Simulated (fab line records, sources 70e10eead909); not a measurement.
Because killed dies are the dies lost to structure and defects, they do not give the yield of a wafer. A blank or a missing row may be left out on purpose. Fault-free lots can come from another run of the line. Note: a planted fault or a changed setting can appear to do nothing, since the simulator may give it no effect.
fab line records | flow nandHarc
record: lots: 6 | wafers: 14 | lastDay: 33
route steps=1302 shown A_DECK1_JOINT@530 END@1302
lots untouched by any fault: they come from a run of this same line in which no faults occurred
startH: hours from the record's first day to the start of the lot's first wafer shown | waitH: hours elapsed since this lot's preceding step | " unchanged from the row above | L1.1+2: a row that stands for several wafers | - value missing, or start not given | * or withheld: withheld | < > ~ a bound
route shown NAME@n: NAME is a module with steps in the file, n the number in the route of the first one | usual: average and standard deviation across the fault-free wafers | same: alike in all rows | chamber/n: place in a boat | sites: the reading at each site | _std_site: the values' standard deviation | _edge_site: inner sites' mean taken away from outer sites' mean | radiusMm: how far each site lies from the wafer's centre | mask NAME#n: copy n | behind: the most recent tool/chamber to have shaped the wafer | hold: cause of the lot's hold/its duration in hours/its outcome | device: whichever transistor did not switch (one of n, p or np) | end of line: the route-end tests of the same wafers | where a step has no rows: the recipe by itself | killed: at the first sort, the dies lost to defects and structure; wafer yield is something else | map: dies across one wafer; x = killed, . = not, _ = none there
set.NAME: the setting as run; set.NAME@STEP: as run at that earlier step | model.NAME: the simulator's own value behind a step, which no gauge read
lots at selected steps of the route; one table per step, one row per wafer
services: the hour from which a tool's chamber was out of use, counted from the record's first day as startH (under 0 if before that day), plus the number of hours and why
== steps ==
step: NHARC_A_DECK1_JOINT_ETCHBACK_00
recipe: targetDepthA: 300 | timeS: 17.4 | hbrFlowSccm: 150 | rfW: 350 | icpW: 350 | biasW: 60 | chemistry: HBr
usual: biasW: 60.01/0.19 | drypumpMotorCurrentA: 5.8/0.45 | oesProductAu: 0.999/0.0067 | rfFwdPowerW: 343.6/1.7 | throttleValvePct: 23.265/0.01
lot.wafer | tool     | chamber | startH | waitH | biasW | drypumpMotorCurrentA | oesProductAu | rfFwdPowerW | rfHoursCounterH | throttleValvePct
L540.3    | rieSi-05 | 2       | 257.25 | 0.1   | 59.76 | 5.3                  | 1.002        | 346.2       | 0.9             | 23.262
L540.1    | "        | 3       | "      | "     | 60.10 | 5.4                  | 1.003        | 347.1       | 0.9             | 23.271
L540.5    | "        | 2       | "      | "     | 59.71 | 5.2                  | 1.003        | 345.4       | -               | 23.259
L551.3    | rieSi-04 | 3       | 356.61 | 0.1   | 59.74 | 6.4                  | 0.997        | 343.8       | 0.0             | 23.261
L552.3    | rieSi-04 | 1       | 363.07 | 0.1   | 59.91 | 6.6                  | 0.993        | 346.1       | 0.1             | 23.279
L555.2    | rieSi-04 | 2       | 392.74 | 0.1   | 59.84 | 6.1                  | 0.989        | 342.7       | 0.2             | 23.251
L555.1    | "        | 0       | "      | "     | 59.90 | 5.4                  | 1.011        | 345.6       | 0.3             | 23.262
L555.5    | "        | 2       | "      | "     | 59.83 | 6.1                  | 0.999        | 344.5       | -               | 23.257
L557.2    | rieSi-06 | 0       | 420.41 | 0.1   | 60.19 | 6.0                  | 0.995        | 340.8       | 1.1             | 23.278
L557.3    | "        | 2       | "      | "     | 59.93 | 5.5                  | 0.997        | 343.0       | 0.9             | 23.272
L557.6    | "        | 0       | "      | "     | 60.07 | 6.1                  | 1.004        | 338.9       | -               | 23.261
L562.3    | rieSi-05 | 2       | 470.35 | 0.1   | 59.89 | 5.3                  | 0.994        | 345.8       | 1.2             | 23.253
L562.4    | "        | 0       | "      | "     | 59.96 | 6.5                  | 1.002        | 344.9       | 0.8             | 23.258
L562.2    | "        | 1       | "      | "     | 59.74 | 6.0                  | 0.990        | 341.1       | 1.1             | 23.269
step: NHARC_A_DECK1_JOINT_PRECLEAN_30
recipe: timeS: * | tempC: 50 | bathAgeMin: 0 | chemistry: SC1
step: NHARC_A_DECK1_JOINT_SRD_31
step: NHARC_A_DECK1_JOINT_CVD_34
recipe: targetThkA: 200 | tempC: 700 | pressureMtorr: 300 | material: SiNx
step: NHARC_A_DECK1_JOINT_DEP_06
recipe: targetThkA: 800 | tempC: 65 | material: SiOx
step: NHARC_A_DECK1_JOINT_CURE_26
recipe: tempC: 150 | timeS: 32 | pressureAtm: 0.395
step: NHARC_A_DECK1_JOINT_ANNEAL_27
recipe: tempC: 400 | timeS: 3600 | idleTempC: 300 | rampUpCPerMin: 10 | densificationPH2oTorr: 640
step: NHARC_A_DECK1_JOINT_ANNEAL_28
recipe: tempC: 500 | timeS: 1800 | idleTempC: 400 | rampUpCPerMin: 10 | densificationPH2oTorr: 640
step: NHARC_A_DECK1_JOINT_ANNEAL_29
recipe: tempC: 750 | timeS: 1800 | idleTempC: 500 | rampUpCPerMin: 10 | rampDownCPerMin: 3
step: NHARC_A_DECK1_JOINT_CMP_02
recipe: material: SiOx
usual: motorCurrentA: 11.7/1 | retainingRingPressureFrac: 1.001/0.0054
lot.wafer | tool   | chamber | startH | waitH | motorCurrentA | retainingRingPressureFrac
L540.1    | cmp-02 | 3       | 280.62 | 0.4   | 12.4          | 1.005
L540.3    | "      | 1       | "      | "     | 12.2          | 1.002
L540.5    | "      | 0       | "      | "     | 12.4          | 1.000
L551.3    | cmp-02 | 2       | 378.33 | 0.4   | 10.1          | 1.004
L552.3    | cmp-02 | 2       | 388.46 | 0.4   | 10.4          | 1.002
L555.2    | cmp-03 | 1       | 413.63 | 0.4   | 10.8          | 1.006
L555.1    | "      | 3       | "      | "     | 12.6          | 1.004
L555.5    | "      | 1       | "      | "     | 11.1          | 0.997
L557.3    | cmp-02 | 2       | 444.90 | 0.4   | 10.3          | 1.001
L557.2    | "      | 3       | "      | "     | 11.9          | 1.000
L557.6    | "      | 2       | "      | "     | 10.7          | 1.003
L562.3    | cmp-02 | 0       | 492.39 | 0.4   | 12.5          | 0.997
L562.4    | "      | 2       | "      | "     | 10.6          | 1.005
L562.2    | "      | 3       | "      | "     | 12.4          | 0.993
step: NHARC_A_DECK1_JOINT_SRD_15
step: NHARC_A_DECK1_JOINT_DEP_16
recipe: targetThkA: 450 | tempC: 400 | pressureTorr: 6.5 | rfW: 900 | teosFlowSccm: 161.4 | flowSccm: 2650 | targetThkNm: 45 | gas: O2 | material: SiO2
usual: heaterPowerW: 580/74 | rfFwdPowerW: 896/3.2 | throttleValvePct: 15.9/0.61
lot.wafer | tool     | chamber | startH | waitH | heaterPowerW | rfFwdPowerW | throttleValvePct
L540.1    | pecvd-01 | 2       | 281.13 | 0.2   | 573          | 898         | 15.0
L540.3    | "        | 0       | "      | "     | 695          | 895         | 16.1
L540.5    | "        | 1       | "      | "     | 511          | 902         | 16.1
L551.3    | pecvd-02 | 0       | 378.72 | 0.1   | 525          | 893         | 16.3
L552.3    | pecvd-02 | 0       | 388.91 | 0.1   | 520          | 900         | 16.3
L555.1    | pecvd-04 | 0       | 414.04 | 0.1   | 723          | 897         | 15.0
L555.2    | "        | 1       | "      | "     | 483          | 894         | 15.6
L555.5    | "        | 0       | "      | "     | 722          | 898         | 15.0
L557.3    | pecvd-01 | 2       | 445.32 | 0.1   | 630          | 898         | 15.0
L557.2    | "        | 0       | "      | "     | 700          | 897         | 16.6
L557.6    | "        | 0       | "      | "     | 716          | 894         | 16.4
L562.3    | pecvd-02 | 0       | 492.77 | 0.1   | 503          | 897         | 16.6
L562.2    | "        | 2       | "      | "     | 578          | 896         | 16.5
L562.4    | "        | 0       | "      | "     | 513          | 895         | 16.4
step: NHARC_A_DECK1_JOINT_THK_MEAS_17
recipe: thkMeasGauge: ellipsometry
usual: thkNm: 45.0/1.2
lot.wafer | tool         | chamber | startH | waitH | thkNm
L540.1    | filmMetro-02 | -       | 281.41 | 0.3   | 45.9
L540.3    | "            | -       | "      | "     | 45.3
L540.5    | "            | -       | "      | "     | 45.7
L551.3    | filmMetro-01 | -       | 378.97 | 0.2   | 44.4
L552.3    | filmMetro-02 | -       | 389.14 | 0.2   | 44.1
L555.1    | filmMetro-01 | -       | 414.29 | 0.2   | 44.0
L555.2    | "            | -       | "      | "     | 43.0
L555.5    | "            | -       | "      | "     | 43.8
L557.2    | filmMetro-01 | -       | 445.57 | 0.2   | 46.3
L557.3    | "            | -       | "      | "     | 44.2
L557.6    | "            | -       | "      | "     | 45.0
L562.2    | filmMetro-02 | -       | 493.05 | 0.2   | 45.2
L562.3    | "            | -       | "      | "     | 44.3
L562.4    | "            | -       | "      | "     | 43.0
step: NHARC_A_DECK1_JOINT_INSPECT_05
usual: rawDefectCount: 342/120
lot.wafer | tool             | chamber | startH | waitH | hold                    | rawDefectCount
L540.1    | defectInspect-01 | -       | 281.44 | 0.0   | -                       | 444
L540.3    | "                | -       | "      | "     | -                       | 701
L540.5    | "                | -       | "      | "     | -                       | 326
L551.3    | defectInspect-02 | -       | 379.01 | 0.0   | awaitDispo/0.2h/release | 999
L551.3    | defectInspect-02 | -       | 379.18 | 0.2   | -                       | 993
L552.3    | defectInspect-02 | -       | 389.17 | 0.0   | awaitDispo/0.2h/release | 1152
L552.3    | defectInspect-02 | -       | 389.34 | 0.2   | -                       | 1161
L555.1    | defectInspect-01 | -       | 414.33 | 0.0   | -                       | 295
L555.2    | "                | -       | "      | "     | -                       | 236
L555.5    | "                | -       | "      | "     | -                       | 282
L557.2    | defectInspect-02 | -       | 445.61 | 0.0   | -                       | 287
L557.3    | "                | -       | "      | "     | -                       | 301
L557.6    | "                | -       | "      | "     | -                       | 324
L562.2    | defectInspect-02 | -       | 493.09 | 0.0   | -                       | 473
L562.3    | "                | -       | "      | "     | -                       | 222
L562.4    | "                | -       | "      | "     | -                       | 456
step: NHARC_END_SORT_01
recipe: tempC: 25
usual: killedAtArray: 56/19 | killedAtOther: 1.0/1.5 | killedAtPeriphery: 3.4/2.4 | killedDies: 60/19 | killedOpen: 3.3/1.8 | killedShort: 2.4/1.7
same: grossDies: 677
lot.wafer | tool      | chamber | startH | waitH | killedAtArray | killedAtOther | killedAtPeriphery | killedDies | killedOpen | killedShort
L551.3    | prober-02 | 0       | 669.09 | 3.1   | 92            | 0             | 2                 | 94         | 7          | 4
L552.3    | prober-01 | 0       | 690.55 | 3.1   | 77            | 2             | 4                 | 83         | 4          | 2
L555.1    | prober-02 | 0       | 696.02 | 2.5   | 54            | 1             | 0                 | 55         | 0          | 3
L557.2    | prober-02 | 0       | 747.97 | 2.8   | 40            | 2             | 2                 | 44         | 2          | 2
L557.3    | prober-02 | 0       | 748.75 | 3.1   | 40            | 1             | 1                 | 42         | 3          | 2
L557.6    | prober-02 | 0       | 751.12 | 3.9   | 50            | 0             | 1                 | 51         | 1          | 2
killed by level:class
L551.3 A_DECK1_JOINT:unspecified=30 A_CHANNEL_HOLE_D1:chamberFilmFlake=27 A_SLIT:chamberFilmFlake=13 A_STAIRCASE:chamberFilmFlake=3 A_CONTACT:chamberFilmFlake=3 A_ONON_D2:geometricParticle:short=2 A_ONON_D2:geometricParticle:open=2 A_CHANNEL_HOLE_D2:chamberFilmFlake=2
L552.3 A_DECK1_JOINT:unspecified=36 A_CHANNEL_HOLE_D1:chamberFilmFlake=23 A_DECK1_JOINT:chamberFilmFlake=3 A_SLIT:chamberFilmFlake=3 A_CONTACT:chamberFilmFlake=3 P_GATE:geometricParticle:open=2 A_CHANNEL_HOLE_D2:chamberFilmFlake=2 A_STAIRCASE:chamberFilmFlake=2
L555.1 A_CHANNEL_HOLE_D1:chamberFilmFlake=31 A_WL_FILL:chamberFilmFlake=7 A_CONTACT:chamberFilmFlake=6 A_SLIT:chamberFilmFlake=4 A_CHANNEL_FILL_D2:chamberFilmFlake=3 A_CHANNEL_HOLE_D2:geometricParticle:short=1 A_STAIRCASE:geometricParticle:short=1 STARTING-WAFER:geometricParticle:short=1
L557.2 A_SLIT:chamberFilmFlake=19 A_CHANNEL_HOLE_D1:chamberFilmFlake=14 A_ZERO_WELL:chamberFilmFlake=2 THIN_TSV:chamberFilmFlake=2 P_M0:geometricParticle:open=1 A_SOURCE_PLATE:geometricParticle:short=1 A_CHANNEL_FILL_D1:geometricParticle:short=1 A_M0:geometricParticle:open=1
L557.3 A_SLIT:chamberFilmFlake=18 A_CHANNEL_HOLE_D1:chamberFilmFlake=9 A_CONTACT:chamberFilmFlake=5 A_CHANNEL_FILL_D1:geometricParticle:short=2 A_CHANNEL_FILL_D2:geometricParticle:open=2 A_SGD_CUT:chamberFilmFlake=2 P_CONTACT:geometricParticle:open=1 A_ZERO_WELL:chamberFilmFlake=1
L557.6 A_SLIT:chamberFilmFlake=27 A_CHANNEL_HOLE_D1:chamberFilmFlake=14 A_CONTACT:chamberFilmFlake=3 A_CHANNEL_FILL_D1:chamberFilmFlake=2 A_ONON_D2:geometricParticle:short=1 A_M0:geometricParticle:open=1 A_M1:geometricParticle:short=1 P_STI:chamberFilmFlake=1
== services ==
tool     | chamber | startH | hours | kind
pecvd-01 | 1       | 241.02 | 4.1   | repair
cmp-02   | -       | 244.57 | 3.6   | repair
pecvd-02 | 2       | 246.04 | 5.0   | repair
cmp-02   | -       | 253.24 | 3.7   | repair
rieSi-05 | -       | 268.28 | 1.5   | repair
pecvd-02 | 2       | 294.41 | 2.9   | repair
rieSi-04 | -       | 294.45 | 0.4   | repair
rieSi-05 | -       | 305.00 | 9.0   | pm
pecvd-01 | -       | 311.18 | 13.0  | pm
cmp-02   | -       | 330.50 | 4.0   | pm
rieSi-04 | -       | 342.00 | 9.0   | pm
cmp-02   | -       | 364.72 | 11.9  | repair
rieSi-05 | -       | 368.41 | 0.1   | repair
rieSi-04 | 0       | 373.37 | 4.8   | repair
pecvd-01 | -       | 376.15 | 1.6   | repair
rieSi-04 | -       | 381.64 | 0.1   | repair
cmp-02   | -       | 386.13 | 0.4   | repair
rieSi-04 | 0       | 404.95 | 3.3   | repair
pecvd-02 | 2       | 406.53 | 4.8   | repair
cmp-02   | -       | 428.50 | 4.0   | pm
rieSi-05 | 0       | 445.38 | 6.1   | repair
pecvd-01 | 0       | 470.44 | 20.6  | repair
rieSi-05 | -       | 482.00 | 9.0   | pm
pecvd-01 | -       | 492.33 | 13.0  | pm
== key ==
firstSign: step: NHARC_A_DECK1_JOINT_INSPECT_05 | reading: visit | direction: added
effect: step: NHARC_A_DECK1_JOINT_INSPECT_05 | reading: rawDefectCount | direction: up | sigmas: 6.1 | usual: 342 | struck: 1076
moreKillsBornAt: NHARC_A_DECK1_JOINT_DEP_16@pecvd-02: 66
metAt NHARC_A_DECK1_JOINT_DEP_16
struckWafers L551.3,L552.3
testerLeftOut L551,L552
fault: kind: chamberParticleSource | tool: pecvd-02 | chamber: 0 | onsetH: 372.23 | steps: NHARC_A_DECK1_JOINT_DEP_16 | ratePerVisitCm2: 1.0103 | endH: 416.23
testerLeftOut: of these lots the tester's yield and bins aren't shown, on N5 and GAA mostly nor the transistor test; their killed dies are dies lost to structure and defects alone, not to doping, threshold or leakage, so they don't give the yield
